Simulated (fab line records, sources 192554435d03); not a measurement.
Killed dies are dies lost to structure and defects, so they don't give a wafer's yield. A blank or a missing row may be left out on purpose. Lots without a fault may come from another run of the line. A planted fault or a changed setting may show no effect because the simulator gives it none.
Chamber matching | flow n5_finfet | N5_SD_EPI_P_ETCHBACK_46 on rie_diel-04: 4 sister chambers
The step etches SiNx in CH3F/O2, stops on SiO2, target depth 17.5 nm. 14 wafers are shown with their chamber, then 7 later ones without.

WAFERS WITH THEIR CHAMBER
wafer  | chamber | drypump_motor_current_A (A) | rf_vpp_V (V) | throttle_valve_pct (%)
L076.1 | 3       | 5.0                         | 304          | 16.4
L076.2 | 0       | 5.2                         | 309          | 16.1
L076.6 | 3       | 5.0                         | 304          | 16.4
L080.1 | 3       | 5.0                         | 303          | 15.9
L080.2 | 2       | 4.9                         | 285          | 16.2
L080.6 | 0       | 5.3                         | 310          | 16.2
L087.1 | 2       | 4.9                         | 283          | 16.3
L087.3 | 1       | 6.2                         | 307          | 16.7
L087.5 | 2       | 4.9                         | 283          | 16.2
L089.3 | 0       | 5.3                         | 314          | 15.8
L089.4 | 1       | 6.2                         | 304          | 16.7
L089.6 | 3       | 5.0                         | 304          | 15.9
L090.1 | 1       | 6.2                         | 304          | 16.7
L090.4 | 2       | 4.9                         | 285          | 16.3

SIGNATURES (means of the wafers above)
reading                 | chamber 0 | chamber 1 | chamber 2 | chamber 3 | scatter within a chamber
drypump_motor_current_A | 5.267     | 6.200     | 4.900     | 5.000     | 0.0258
rf_vpp_V                | 311.00    | 305.00    | 284.00    | 303.75    | 1.57
throttle_valve_pct      | 16.033    | 16.700    | 16.250    | 16.150    | 0.186
Rule: a wafer's distance from a chamber is the root of the sum, over the readings, of the square of ((its reading less the chamber's mean) divided by the reading's scatter). The wafer belongs to the nearest chamber; if the next one is less than 2 further off, it can't be placed. The scatter: the root of (the sum of the squares of (reading less its chamber's mean) over the shown wafers, divided by (wafers less chambers)).

WAFERS WITHOUT THEIR CHAMBER
wafer  | drypump_motor_current_A (A) | rf_vpp_V (V) | throttle_valve_pct (%)
L090.6 | 4.9                         | 283          | 16.3
L095.1 | 5.0                         | 305          | 15.9
L095.3 | 5.3                         | 315          | 15.8
L095.4 | 4.9                         | 283          | 16.3
L096.4 | 4.9                         | 284          | 16.3
L096.5 | 5.0                         | 303          | 16.0
L096.6 | 5.3                         | 314          | 15.8

WHICH CHAMBER EACH WENT THROUGH
wafer  | from the rows above | in truth
L090.6 | 2                   | 2
L095.1 | 3                   | 3
L095.3 | 0                   | 0
L095.4 | 2                   | 2
L096.4 | 2                   | 2
L096.5 | 3                   | 3
L096.6 | 0                   | 0
Placed correctly: 7 of 7. Can't be placed from these rows: 0. Placed wrongly: 0.
